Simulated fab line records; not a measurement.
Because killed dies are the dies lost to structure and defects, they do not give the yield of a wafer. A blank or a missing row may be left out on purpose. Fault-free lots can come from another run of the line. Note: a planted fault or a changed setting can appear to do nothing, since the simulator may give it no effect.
fab line records ; flow nand_harc
[record] lots = 24; wafers = 72; last_day = 24
route steps=1159 shown P_M0@275 P_M1@310 P_M2@328
lots that met no fault: taken from a fault-free run of the same line
start_h: the number of hours between the record's first day and the start of the first shown wafer of the lot ; wait_h: how many hours have passed since the lot's step before this one ; " identical to the entry in the row above ; L1.1+2: several wafers, shown together as one row ; - no value, or no start given ; * or withheld: withheld ; < > ~ a bound
route shown NAME@n: a module of which the file shows steps, and the number in the route of the first ; usual: mean/standard deviation of fault-free wafers ; same: alike in all rows ; chamber/n: place in a boat ; sites: each site's reading ; _std_site: how widely they spread, as a standard deviation ; _edge_site: inner sites' mean taken away from outer sites' mean ; radius_mm: how far each site lies from the wafer's centre ; mask NAME#n: copy n ; behind: the most recent tool/chamber to have shaped the wafer ; hold: what put the lot on hold/how long, in hours/how the hold closed ; device: which transistor (n, p or np) failed to switch ; end of line: at the end of the route, the tests of the same wafers ; for a step that has no rows: nothing shown but its recipe ; killed: dies lost to structure and defects at the first sort, not the wafer's yield ; map: a wafer's dies, marking killed ones x, the rest . and places with no die _
set.NAME: the setting that was run; set.NAME@STEP: the one run at that earlier step ; model.NAME: the simulator's own value behind a step, which no gauge read
steps of the route over a sample of lots; a table a step, a row a wafer
services: a tool's chamber out of use, with start hour (start_h, from the record's first day; less than 0 if before it), hours out, and reason
[[steps]]
[step NHARC_P_M0_PVD_21]
[recipe] target_thk_a = 300; chamber_pressure_pa = 5; power_w = 5000; substrate_temp_c = 30; time_s = 20.49; material = Cu
[usual] throttle_valve_pct = 30.6/0.71
lot.wafer;tool;chamber;start_h;wait_h;throttle_valve_pct
L075.1;pvd_sputter-01;-;-;-;30.3
L075.2;pvd_sputter-01;-;-;-;30.7
L075.5;pvd_sputter-01;-;-;-;30.3
L074.4;pvd_sputter-02;-;-;-;30.2
L074.1;pvd_sputter-02;-;-;-;29.1
L074.6;pvd_sputter-02;-;-;-;29.3
L076.1;pvd_sputter-01;-;-;-;30.3
L076.4;pvd_sputter-01;-;-;-;31.2
L076.6;pvd_sputter-01;-;-;-;31.1
L077.1;pvd_sputter-02;-;-;-;31.5
L077.2;pvd_sputter-02;-;-;-;29.3
L077.6;pvd_sputter-02;-;-;-;31.3
L078.3;pvd_sputter-01;-;-;-;31.0
L078.1;pvd_sputter-01;-;-;-;30.5
L078.2;pvd_sputter-01;-;-;-;30.5
L079.4;pvd_sputter-02;-;-;-;31.5
L079.2;pvd_sputter-02;-;-;-;29.2
L079.6;pvd_sputter-02;-;-;-;31.2
L080.3;pvd_sputter-02;-;-;-;31.8
L080.4;pvd_sputter-02;-;-;-;29.8
L080.5;pvd_sputter-02;-;-;-;31.5
L081.1;pvd_sputter-03;-;-;-;31.0
L081.2;pvd_sputter-03;-;-;-;29.7
L081.6;pvd_sputter-03;-;-;-;29.5
L082.1;pvd_sputter-03;-;-;-;31.6
L082.6;pvd_sputter-03;-;-;-;29.5
L082.5;pvd_sputter-03;-;-;-;30.1
L083.3;pvd_sputter-01;-;-;-;31.3
L083.1;pvd_sputter-01;-;-;-;30.1
L083.5;pvd_sputter-01;-;-;-;31.0
L084.3;pvd_sputter-02;-;-;-;29.3
L084.5;pvd_sputter-02;-;-;-;29.0
L084.6;pvd_sputter-02;-;-;-;31.3
L087.4;pvd_sputter-03;-;-;-;31.7
L087.2;pvd_sputter-03;-;-;-;30.9
L087.1;pvd_sputter-03;-;-;-;29.6
L085.3;pvd_sputter-02;-;-;-;31.7
L085.1;pvd_sputter-02;-;-;-;29.2
L085.5;pvd_sputter-02;-;-;-;31.4
L086.1;pvd_sputter-03;-;-;-;30.2
L086.4;pvd_sputter-03;-;-;-;31.6
L086.2;pvd_sputter-03;-;-;-;30.9
L089.4;pvd_sputter-01;-;-;-;30.1
L089.3;pvd_sputter-01;-;-;-;30.6
L089.5;pvd_sputter-01;-;-;-;31.4
L088.4;pvd_sputter-01;-;-;-;30.8
L088.1;pvd_sputter-01;-;-;-;30.4
L088.3;pvd_sputter-01;-;-;-;30.2
L090.3;pvd_sputter-01;-;-;-;30.2
L090.4;pvd_sputter-01;-;-;-;30.9
L090.1;pvd_sputter-01;-;-;-;31.1
L091.2;pvd_sputter-01;-;-;-;31.0
L091.3;pvd_sputter-01;-;-;-;30.4
L091.1;pvd_sputter-01;-;-;-;30.0
L092.4;pvd_sputter-02;-;-;-;31.4
L092.1;pvd_sputter-02;-;-;-;31.5
L092.5;pvd_sputter-02;-;-;-;31.4
L093.4;pvd_sputter-02;-;-;-;31.3
L093.2;pvd_sputter-02;-;-;-;29.9
L093.6;pvd_sputter-02;-;-;-;31.5
L094.4;pvd_sputter-01;-;-;-;30.7
L094.3;pvd_sputter-01;-;-;-;31.0
L094.6;pvd_sputter-01;-;-;-;30.0
L095.2;pvd_sputter-03;-;-;-;31.1
L095.1;pvd_sputter-03;-;-;-;29.9
L095.3;pvd_sputter-03;-;-;-;30.3
L096.3;pvd_sputter-01;-;-;-;31.2
L096.1;pvd_sputter-01;-;-;-;30.1
L096.4;pvd_sputter-01;-;-;-;31.0
L097.1;pvd_sputter-01;-;-;-;30.8
L097.4;pvd_sputter-01;-;-;-;30.4
L097.5;pvd_sputter-01;-;-;-;30.0
[step NHARC_P_M1_ANNEAL_31]
[recipe] temp_c = 225; time_s = 90
[usual] anneal_temp_c_max = 226.18/0.29; wafer_temp_C_max = 226.1/0.36
lot.wafer;tool;chamber;start_h;wait_h;anneal_temp_c_max;wafer_temp_C_max
L075.1;rtp_anneal-02;0;126.85;0.3;225.61;225.7
L075.2;rtp_anneal-02;0;126.85;0.3;226.33;225.8
L075.5;rtp_anneal-02;0;126.85;0.3;225.79;225.8
L074.1;rtp_anneal-02;0;127.33;-;226.32;225.5
L074.4;rtp_anneal-02;0;127.33;-;226.03;225.8
L074.6;rtp_anneal-02;0;127.33;-;225.84;226.0
L076.1;rtp_anneal-01;0;139.82;-;226.16;226.3
L076.4;rtp_anneal-01;0;139.82;-;226.62;226.7
L076.6;rtp_anneal-01;0;139.82;-;226.29;226.7
L077.1;rtp_anneal-01;0;140.30;0.3;226.33;226.3
L077.2;rtp_anneal-01;0;140.30;0.3;226.33;226.4
L077.6;rtp_anneal-01;0;140.30;0.3;226.50;226.3
L078.1;rtp_anneal-02;0;142.96;-;226.03;225.9
L078.2;rtp_anneal-02;0;142.96;-;225.99;225.9
L078.3;rtp_anneal-02;0;142.96;-;226.26;226.4
L079.2;rtp_anneal-02;0;150.38;-;226.32;225.8
L079.4;rtp_anneal-02;0;150.38;-;226.39;226.1
L079.6;rtp_anneal-02;0;150.38;-;225.72;225.7
L080.3;rtp_anneal-01;0;163.24;-;226.62;225.9
L080.4;rtp_anneal-01;0;163.24;-;226.72;226.1
L080.5;rtp_anneal-01;0;163.24;-;226.26;226.7
L081.1;rtp_anneal-02;0;163.70;-;225.51;226.3
L081.2;rtp_anneal-02;0;163.70;-;225.68;225.8
L081.6;rtp_anneal-02;0;163.70;-;226.06;225.6
L082.1;rtp_anneal-02;0;172.13;-;225.98;226.3
L082.5;rtp_anneal-02;0;172.13;-;225.84;225.8
L082.6;rtp_anneal-02;0;172.13;-;225.71;226.1
L083.1;rtp_anneal-01;0;174.77;0.3;226.84;225.8
L083.3;rtp_anneal-01;0;174.77;0.3;226.82;226.8
L083.5;rtp_anneal-01;0;174.77;0.3;226.39;226.3
L084.3;rtp_anneal-02;0;176.15;-;226.14;225.6
L084.5;rtp_anneal-02;0;176.15;-;226.28;226.0
L084.6;rtp_anneal-02;0;176.15;-;226.10;226.0
L087.1;rtp_anneal-01;0;200.20;-;226.19;226.3
L087.2;rtp_anneal-01;0;200.20;-;225.98;226.6
L087.4;rtp_anneal-01;0;200.20;-;226.07;226.6
L085.1;rtp_anneal-02;0;200.51;0.3;225.93;226.1
L085.3;rtp_anneal-02;0;200.51;0.3;225.88;226.1
L085.5;rtp_anneal-02;0;200.51;0.3;226.11;226.2
L086.1;rtp_anneal-02;0;201.41;-;226.29;226.2
L086.2;rtp_anneal-02;0;201.41;-;226.16;225.9
L086.4;rtp_anneal-02;0;201.41;-;226.09;225.8
L089.3;rtp_anneal-01;0;210.15;0.3;226.15;226.8
L089.4;rtp_anneal-01;0;210.15;0.3;226.50;226.7
L089.5;rtp_anneal-01;0;210.15;0.3;226.16;226.8
L088.1;rtp_anneal-01;0;210.36;-;226.18;226.2
L088.3;rtp_anneal-01;0;210.36;-;226.50;225.9
L088.4;rtp_anneal-01;0;210.36;-;227.04;226.0
L090.1;rtp_anneal-01;0;219.07;-;226.02;226.9
L090.3;rtp_anneal-01;0;219.07;-;226.15;226.5
L090.4;rtp_anneal-01;0;219.07;-;225.95;226.7
L091.1;rtp_anneal-01;0;222.99;0.3;226.24;226.5
L091.2;rtp_anneal-01;0;222.99;0.3;226.50;226.3
L091.3;rtp_anneal-01;0;222.99;0.3;225.93;226.3
L092.1;rtp_anneal-01;0;230.29;0.3;226.06;226.2
L092.4;rtp_anneal-01;0;230.29;0.3;226.49;226.7
L092.5;rtp_anneal-01;0;230.29;0.3;226.06;225.8
L093.2;rtp_anneal-02;0;239.29;-;225.80;225.6
L093.4;rtp_anneal-02;0;239.29;-;226.00;225.7
L093.6;rtp_anneal-02;0;239.29;-;225.57;225.8
L094.3;rtp_anneal-01;0;244.11;0.3;226.29;226.8
L094.4;rtp_anneal-01;0;244.11;0.3;226.61;226.4
L094.6;rtp_anneal-01;0;244.11;0.3;226.04;226.3
L095.1;rtp_anneal-02;0;251.31;0.3;226.25;225.9
L095.2;rtp_anneal-02;0;251.31;0.3;226.10;225.9
L095.3;rtp_anneal-02;0;251.31;0.3;226.00;225.9
L096.1;rtp_anneal-02;0;252.52;-;225.96;226.1
L096.3;rtp_anneal-02;0;252.52;-;226.03;226.0
L096.4;rtp_anneal-02;0;252.52;-;226.07;225.5
L097.1;rtp_anneal-01;0;261.24;-;226.44;226.1
L097.4;rtp_anneal-01;0;261.24;-;226.12;226.4
L097.5;rtp_anneal-01;0;261.24;-;226.71;226.5
[step NHARC_P_M1_CMP_23]
[recipe] t_overpolish_s = 20; target_thk_nm = 157.82
[usual] motor_current_A = 12.3/1.4; slurry_filter_dp_kPa = 13.49/0.15; time_to_endpoint_s = 28.7/2.3
lot.wafer;tool;chamber;start_h;wait_h;motor_current_A;slurry_filter_dp_kPa;time_to_endpoint_s
L075.2;cmp-03;1;127.23;-;14.1;13.55;25.6
L075.1;cmp-03;2;127.23;-;13.5;13.48;26.6
L075.5;cmp-03;0;127.23;-;9.6;13.20;26.0
L074.1;cmp-01;2;127.73;-;11.9;13.49;28.4
L074.4;cmp-01;3;127.73;-;11.5;13.19;27.0
L074.6;cmp-01;0;127.73;-;13.0;13.59;26.1
L076.4;cmp-01;2;140.17;-;11.5;13.70;27.7
L076.1;cmp-01;1;140.17;-;12.5;13.51;29.1
L076.6;cmp-01;2;140.17;-;11.2;13.40;29.8
L077.2;cmp-02;0;140.68;-;12.6;13.49;27.1
L077.1;cmp-02;1;140.68;-;12.6;13.53;28.8
L077.6;cmp-02;0;140.68;-;12.8;13.46;28.9
L078.3;cmp-03;0;143.31;-;9.9;13.67;26.2
L078.2;cmp-03;2;143.31;-;13.4;13.20;29.6
L078.1;cmp-03;3;143.31;-;12.6;13.77;23.7
L079.2;cmp-02;0;150.69;-;12.5;13.52;29.5
L079.4;cmp-02;3;150.69;-;14.2;13.31;27.1
L079.6;cmp-02;0;150.69;-;13.2;13.68;29.4
L080.4;cmp-02;3;163.51;-;14.7;13.48;26.4
L080.3;cmp-02;0;163.51;-;12.6;13.35;29.2
L080.5;cmp-02;3;163.51;-;13.9;13.37;25.2
L081.2;cmp-01;3;164.07;-;11.2;13.40;27.0
L081.1;cmp-01;1;164.07;-;12.1;13.74;26.5
L081.6;cmp-01;2;164.07;-;11.0;13.37;26.2
L082.1;cmp-02;1;172.53;-;13.3;13.31;25.7
L082.5;cmp-02;3;172.53;-;14.2;13.51;24.9
L082.6;cmp-02;0;172.53;-;13.1;13.52;27.8
L083.3;cmp-02;2;175.11;-;9.9;13.28;29.4
L083.1;cmp-02;0;175.11;-;12.2;13.35;29.3
L083.5;cmp-02;3;175.11;-;14.3;13.60;27.8
L084.3;cmp-01;0;176.45;-;11.9;13.66;28.8
L084.5;cmp-01;2;176.45;-;11.4;13.33;25.8
L084.6;cmp-01;3;176.45;-;11.7;13.46;28.8
L087.1;cmp-03;1;200.55;-;14.1;13.48;28.9
L087.4;cmp-03;3;200.55;-;12.3;13.48;29.3
L087.2;cmp-03;0;200.55;-;9.5;13.60;29.4
L085.1;cmp-02;2;200.86;-;9.9;13.27;31.3
L085.3;cmp-02;3;200.86;-;13.6;13.52;31.7
L085.5;cmp-02;2;200.86;-;9.7;13.59;33.3
L086.1;cmp-02;3;201.76;-;14.2;13.62;30.6
L086.4;cmp-02;0;201.76;-;13.6;13.45;31.7
L086.2;cmp-02;2;201.76;-;10.1;13.42;32.5
L089.4;cmp-03;0;210.39;-;9.8;13.51;27.6
L089.3;cmp-03;2;210.39;-;12.5;13.55;30.4
L089.5;cmp-03;0;210.39;-;10.0;13.46;27.6
L088.4;cmp-01;0;210.70;-;12.6;13.31;31.5
L088.1;cmp-01;1;210.70;-;12.7;13.50;28.3
L088.3;cmp-01;3;210.70;-;11.2;13.39;33.1
L090.1;cmp-03;0;219.42;-;9.7;13.45;28.5
L090.3;cmp-03;1;219.42;-;13.8;13.80;29.6
L090.4;cmp-03;3;219.42;-;12.9;13.54;28.9
L091.2;cmp-01;2;223.37;-;11.0;13.45;32.4
L091.1;cmp-01;3;223.37;-;11.3;13.55;30.6
L091.3;cmp-01;0;223.37;-;12.4;13.40;31.5
L092.1;cmp-02;1;230.64;-;12.9;13.48;26.9
L092.4;cmp-02;3;230.64;-;13.9;13.59;25.7
L092.5;cmp-02;2;230.64;-;10.3;13.48;26.7
L093.2;cmp-03;1;239.60;-;13.6;13.58;33.6
L093.4;cmp-03;3;239.60;-;12.9;13.60;30.6
L093.6;cmp-03;1;239.60;-;13.8;13.48;31.7
L094.3;cmp-02;0;244.38;-;13.0;13.37;30.1
L094.4;cmp-02;2;244.38;-;10.0;13.60;26.8
L094.6;cmp-02;0;244.38;-;12.2;13.55;31.6
L095.2;cmp-03;3;251.66;-;12.9;13.46;28.1
L095.1;cmp-03;0;251.66;-;9.9;13.57;32.1
L095.3;cmp-03;2;251.66;-;13.3;13.34;31.2
L096.4;cmp-01;2;252.89;-;12.5;13.45;29.9
L096.1;cmp-01;3;252.89;-;10.9;13.49;29.8
L096.3;cmp-01;0;252.89;-;12.2;13.53;27.6
L097.4;cmp-01;0;261.60;-;12.7;13.69;26.6
L097.1;cmp-01;2;261.60;-;11.2;13.52;26.4
L097.5;cmp-01;0;261.60;-;12.4;13.58;29.2
[step NHARC_P_M1_THK_MEAS_24]
[recipe] thk_meas_gauge = xrf
[usual] thk_nm = 157.8/1.5
lot.wafer;tool;chamber;start_h;wait_h;thk_nm
L075.1;film_metro-01;-;127.51;-;157.1
L075.2;film_metro-01;-;127.51;-;157.6
L075.5;film_metro-01;-;127.51;-;155.5
L074.1;film_metro-02;-;127.99;-;157.2
L074.4;film_metro-02;-;127.99;-;159.8
L074.6;film_metro-02;-;127.99;-;157.4
L076.1;film_metro-02;-;140.48;-;157.5
L076.4;film_metro-02;-;140.48;-;153.9
L076.6;film_metro-02;-;140.48;-;156.8
L077.1;film_metro-02;-;140.97;-;156.5
L077.2;film_metro-02;-;140.97;-;156.3
L077.6;film_metro-02;-;140.97;-;157.5
L078.1;film_metro-01;-;143.63;-;153.5
L078.2;film_metro-01;-;143.63;-;159.1
L078.3;film_metro-01;-;143.63;-;157.8
L079.2;film_metro-01;-;151.01;-;158.8
L079.4;film_metro-01;-;151.01;-;158.2
L079.6;film_metro-01;-;151.01;-;159.2
L080.3;film_metro-02;-;163.80;-;156.8
L080.4;film_metro-02;-;163.80;-;159.5
L080.5;film_metro-02;-;163.80;-;158.1
L081.1;film_metro-02;-;164.36;-;157.6
L081.2;film_metro-02;-;164.36;-;158.9
L081.6;film_metro-02;-;164.36;-;158.9
L082.1;film_metro-02;-;172.79;-;159.4
L082.5;film_metro-02;-;172.79;-;156.1
L082.6;film_metro-02;-;172.79;-;160.4
L083.1;film_metro-01;-;175.43;-;159.4
L083.3;film_metro-01;-;175.43;-;158.1
L083.5;film_metro-01;-;175.43;-;155.7
L084.3;film_metro-02;-;176.71;-;159.3
L084.5;film_metro-02;-;176.71;-;156.9
L084.6;film_metro-02;-;176.71;-;158.4
L087.1;film_metro-02;-;200.87;-;158.2
L087.2;film_metro-02;-;200.87;-;158.8
L087.4;film_metro-02;-;200.87;-;158.3
L085.1;film_metro-01;-;201.17;-;161.5
L085.3;film_metro-01;-;201.17;-;159.1
L085.5;film_metro-01;-;201.17;-;157.6
L086.1;film_metro-02;-;202.07;-;158.8
L086.2;film_metro-02;-;202.07;-;156.6
L086.4;film_metro-02;-;202.07;-;159.2
L089.3;film_metro-01;-;210.70;-;158.1
L089.4;film_metro-01;-;210.70;-;156.6
L089.5;film_metro-01;-;210.70;-;160.1
L088.1;film_metro-02;-;211.01;-;160.5
L088.3;film_metro-02;-;211.01;-;160.8
L088.4;film_metro-02;-;211.01;-;160.0
L090.1;film_metro-02;-;219.74;-;158.2
L090.3;film_metro-02;-;219.74;-;155.8
L090.4;film_metro-02;-;219.74;-;158.1
L091.1;film_metro-01;-;223.66;-;158.2
L091.2;film_metro-01;-;223.66;-;158.6
L091.3;film_metro-01;-;223.66;-;157.5
L092.1;film_metro-02;-;230.96;-;157.5
L092.4;film_metro-02;-;230.96;-;158.2
L092.5;film_metro-02;-;230.96;-;156.6
L093.2;film_metro-01;-;239.92;-;156.8
L093.4;film_metro-01;-;239.92;-;157.1
L093.6;film_metro-01;-;239.92;-;159.7
L094.3;film_metro-01;-;244.67;-;157.7
L094.4;film_metro-01;-;244.67;-;156.4
L094.6;film_metro-01;-;244.67;-;158.3
L095.1;film_metro-01;-;251.97;-;156.6
L095.2;film_metro-01;-;251.97;-;155.1
L095.3;film_metro-01;-;251.97;-;156.5
L096.1;film_metro-02;-;253.18;-;160.5
L096.3;film_metro-02;-;253.18;-;158.0
L096.4;film_metro-02;-;253.18;-;157.0
L097.1;film_metro-02;-;261.89;-;157.1
L097.4;film_metro-02;-;261.89;-;159.6
L097.5;film_metro-02;-;261.89;-;155.2
[step NHARC_P_M2_CD_MEAS_09]
[recipe] target_cd_nm = 170; landing_energy_ev = 500
[usual] cd_nm = 169.9/0.46
lot.wafer;tool;chamber;start_h;wait_h;cd_nm
L075.1;cd_sem-02;0;129.06;-;170.0
L075.2;cd_sem-02;0;129.06;-;170.0
L075.5;cd_sem-02;0;129.06;-;168.9
L074.1;cd_sem-03;0;129.53;-;169.8
L074.4;cd_sem-03;0;129.53;-;169.3
L074.6;cd_sem-03;0;129.53;-;169.2
L076.1;cd_sem-03;0;142.03;-;169.5
L076.4;cd_sem-03;0;142.03;-;169.1
L076.6;cd_sem-03;0;142.03;-;169.7
L077.1;cd_sem-01;0;142.37;-;169.6
L077.2;cd_sem-01;0;142.37;-;169.4
L077.6;cd_sem-01;0;142.37;-;169.7
L078.1;cd_sem-02;0;145.03;-;169.8
L078.2;cd_sem-02;0;145.03;-;169.4
L078.3;cd_sem-02;0;145.03;-;169.3
L079.2;cd_sem-01;0;152.56;-;170.1
L079.4;cd_sem-01;0;152.56;-;170.5
L079.6;cd_sem-01;0;152.56;-;170.3
L080.3;cd_sem-02;0;165.22;-;170.5
L080.4;cd_sem-02;0;165.22;-;170.2
L080.5;cd_sem-02;0;165.22;-;170.8
L081.1;cd_sem-03;0;166.09;-;170.6
L081.2;cd_sem-03;0;166.09;-;170.4
L081.6;cd_sem-03;0;166.09;-;170.7
L082.1;cd_sem-02;0;174.46;-;171.1
L082.5;cd_sem-02;0;174.46;-;170.3
L082.6;cd_sem-02;0;174.46;-;171.2
L083.1;cd_sem-01;0;177.00;-;170.3
L083.3;cd_sem-01;0;177.00;-;169.2
L083.5;cd_sem-01;0;177.00;-;169.3
L084.3;cd_sem-01;0;178.15;-;169.1
L084.5;cd_sem-01;0;178.15;-;169.9
L084.6;cd_sem-01;0;178.15;-;169.9
L087.1;cd_sem-01;0;202.41;-;170.0
L087.2;cd_sem-01;0;202.41;-;169.5
L087.4;cd_sem-01;0;202.41;-;169.6
L085.1;cd_sem-01;0;202.75;-;169.9
L085.3;cd_sem-01;0;202.75;-;169.5
L085.5;cd_sem-01;0;202.75;-;169.7
L086.1;cd_sem-03;0;203.52;-;170.7
L086.2;cd_sem-03;0;203.52;-;169.8
L086.4;cd_sem-03;0;203.52;-;169.4
L089.3;cd_sem-02;0;212.55;-;169.8
L089.4;cd_sem-02;0;212.55;-;170.1
L089.5;cd_sem-02;0;212.55;-;169.5
L088.1;cd_sem-01;0;213.37;-;169.6
L088.3;cd_sem-01;0;213.37;-;169.5
L088.4;cd_sem-01;0;213.37;-;169.5
L090.1;cd_sem-03;0;221.29;-;169.4
L090.3;cd_sem-03;0;221.29;-;170.0
L090.4;cd_sem-03;0;221.29;-;169.7
L091.1;cd_sem-02;0;225.53;-;169.8
L091.2;cd_sem-02;0;225.53;-;169.7
L091.3;cd_sem-02;0;225.53;-;169.8
L092.1;cd_sem-02;0;232.51;-;169.9
L092.4;cd_sem-02;0;232.51;-;170.0
L092.5;cd_sem-02;0;232.51;-;169.5
L093.2;cd_sem-01;0;241.52;-;170.2
L093.4;cd_sem-01;0;241.52;-;170.2
L093.6;cd_sem-01;0;241.52;-;170.1
L094.3;cd_sem-03;0;246.90;-;170.3
L094.4;cd_sem-03;0;246.90;-;170.8
L094.6;cd_sem-03;0;246.90;-;170.3
L095.1;cd_sem-01;0;253.52;-;169.5
L095.2;cd_sem-01;0;253.52;-;170.0
L095.3;cd_sem-01;0;253.52;-;169.8
L096.1;cd_sem-02;0;254.74;-;170.0
L096.3;cd_sem-02;0;254.74;-;169.2
L096.4;cd_sem-02;0;254.74;-;169.5
L097.1;cd_sem-02;0;263.31;-;169.5
L097.4;cd_sem-02;0;263.31;-;169.9
L097.5;cd_sem-02;0;263.31;-;169.5
[step NHARC_P_M2_DEGAS_29]
[recipe] temp_c = 250; time_s = 60
[usual] heater_power_w = 333/41
lot.wafer;tool;chamber;start_h;wait_h;heater_power_w
L075.2;pvd_sputter-01;-;130.54;-;310
L075.1;pvd_sputter-01;-;130.54;-;305
L075.5;pvd_sputter-01;-;130.54;-;360
L074.1;pvd_sputter-02;-;131.26;-;377
L074.4;pvd_sputter-02;-;131.26;-;299
L074.6;pvd_sputter-02;-;131.26;-;386
L076.1;pvd_sputter-03;-;143.26;-;340
L076.4;pvd_sputter-03;-;143.26;-;271
L076.6;pvd_sputter-03;-;143.26;-;331
L077.1;pvd_sputter-02;-;143.73;-;299
L077.2;pvd_sputter-02;-;143.73;-;349
L077.6;pvd_sputter-02;-;143.73;-;294
L078.1;pvd_sputter-02;-;146.25;-;419
L078.3;pvd_sputter-02;-;146.25;-;384
L078.2;pvd_sputter-02;-;146.25;-;297
L079.4;pvd_sputter-02;-;153.79;-;432
L079.2;pvd_sputter-02;-;153.79;-;383
L079.6;pvd_sputter-02;-;153.79;-;305
L080.4;pvd_sputter-02;-;166.43;-;423
L080.3;pvd_sputter-02;-;166.43;-;382
L080.5;pvd_sputter-02;-;166.43;-;302
L081.2;pvd_sputter-03;-;167.31;-;337
L081.1;pvd_sputter-03;-;167.31;-;336
L081.6;pvd_sputter-03;-;167.31;-;343
L082.1;pvd_sputter-03;-;175.71;-;330
L082.6;pvd_sputter-03;-;175.71;-;329
L082.5;pvd_sputter-03;-;175.71;-;335
L083.1;pvd_sputter-03;-;178.24;-;338
L083.3;pvd_sputter-03;-;178.24;-;273
L083.5;pvd_sputter-03;-;178.24;-;322
L084.3;pvd_sputter-02;-;179.36;-;387
L084.5;pvd_sputter-02;-;179.36;-;303
L084.6;pvd_sputter-02;-;179.36;-;429
L087.4;pvd_sputter-03;-;203.63;-;320
L087.1;pvd_sputter-03;-;203.63;-;325
L087.2;pvd_sputter-03;-;203.63;-;280
L085.1;pvd_sputter-03;-;204.15;-;331
L085.3;pvd_sputter-03;-;204.15;-;325
L085.5;pvd_sputter-03;-;204.15;-;341
L086.1;pvd_sputter-03;-;204.74;-;327
L086.4;pvd_sputter-03;-;204.74;-;329
L086.2;pvd_sputter-03;-;204.74;-;336
L089.3;pvd_sputter-03;-;214.08;-;327
L089.4;pvd_sputter-03;-;214.08;-;280
L089.5;pvd_sputter-03;-;214.08;-;337
L088.3;pvd_sputter-01;-;214.79;-;291
L088.4;pvd_sputter-01;-;214.79;-;384
L088.1;pvd_sputter-01;-;214.79;-;315
L090.1;pvd_sputter-03;-;222.49;-;338
L090.4;pvd_sputter-03;-;222.49;-;267
L090.3;pvd_sputter-03;-;222.49;-;331
L091.1;pvd_sputter-03;-;226.74;-;276
L091.2;pvd_sputter-03;-;226.74;-;321
L091.3;pvd_sputter-03;-;226.74;-;345
L092.1;pvd_sputter-01;-;233.81;-;283
L092.4;pvd_sputter-01;-;233.81;-;377
L092.5;pvd_sputter-01;-;233.81;-;283
L093.2;pvd_sputter-02;-;242.74;-;418
L093.4;pvd_sputter-02;-;242.74;-;332
L093.6;pvd_sputter-02;-;242.74;-;368
L094.3;pvd_sputter-03;-;248.11;-;334
L094.4;pvd_sputter-03;-;248.11;-;341
L094.6;pvd_sputter-03;-;248.11;-;313
L095.2;pvd_sputter-01;-;254.74;-;325
L095.3;pvd_sputter-01;-;254.74;-;287
L095.1;pvd_sputter-01;-;254.74;-;383
L096.1;pvd_sputter-03;-;256.06;-;339
L096.3;pvd_sputter-03;-;256.06;-;273
L096.4;pvd_sputter-03;-;256.06;-;327
L097.4;pvd_sputter-03;-;264.63;-;337
L097.1;pvd_sputter-03;-;264.63;-;348
L097.5;pvd_sputter-03;-;264.63;-;346
[[services]]
tool;chamber;start_h;hours;kind
pvd_sputter-03;-;102.00;10.0;pm
cmp-02;-;128.50;4.0;pm
cmp-02;-;132.50;-;consumable_replace:conditioner
cmp-02;-;132.50;-;consumable_replace:pad
cmp-02;-;134.29;1.5;repair
cmp-02;-;145.79;3.1;repair
cmp-03;-;156.00;4.0;pm
pvd_sputter-01;-;158.00;10.0;pm
cmp-02;-;173.00;0.4;repair
cmp-03;-;178.00;1.1;repair
pvd_sputter-01;-;179.54;2.9;repair
cmp-01;-;179.57;4.0;pm
cmp-01;-;183.57;-;consumable_replace:conditioner
pvd_sputter-02;-;195.66;9.3;repair
cmp-02;-;195.89;4.7;repair
pvd_sputter-02;-;214.04;10.0;pm
cmp-01;-;219.08;0.4;repair
cmp-02;-;226.50;4.0;pm
cmp-01;-;228.56;0.8;repair
cmp-02;-;230.50;-;consumable_replace:conditioner
cmp-02;-;230.50;-;consumable_replace:pad
cmp-02;-;233.37;2.2;repair
pvd_sputter-02;-;249.42;1.5;repair
cmp-03;-;254.00;4.0;pm
[[key]]
fault none
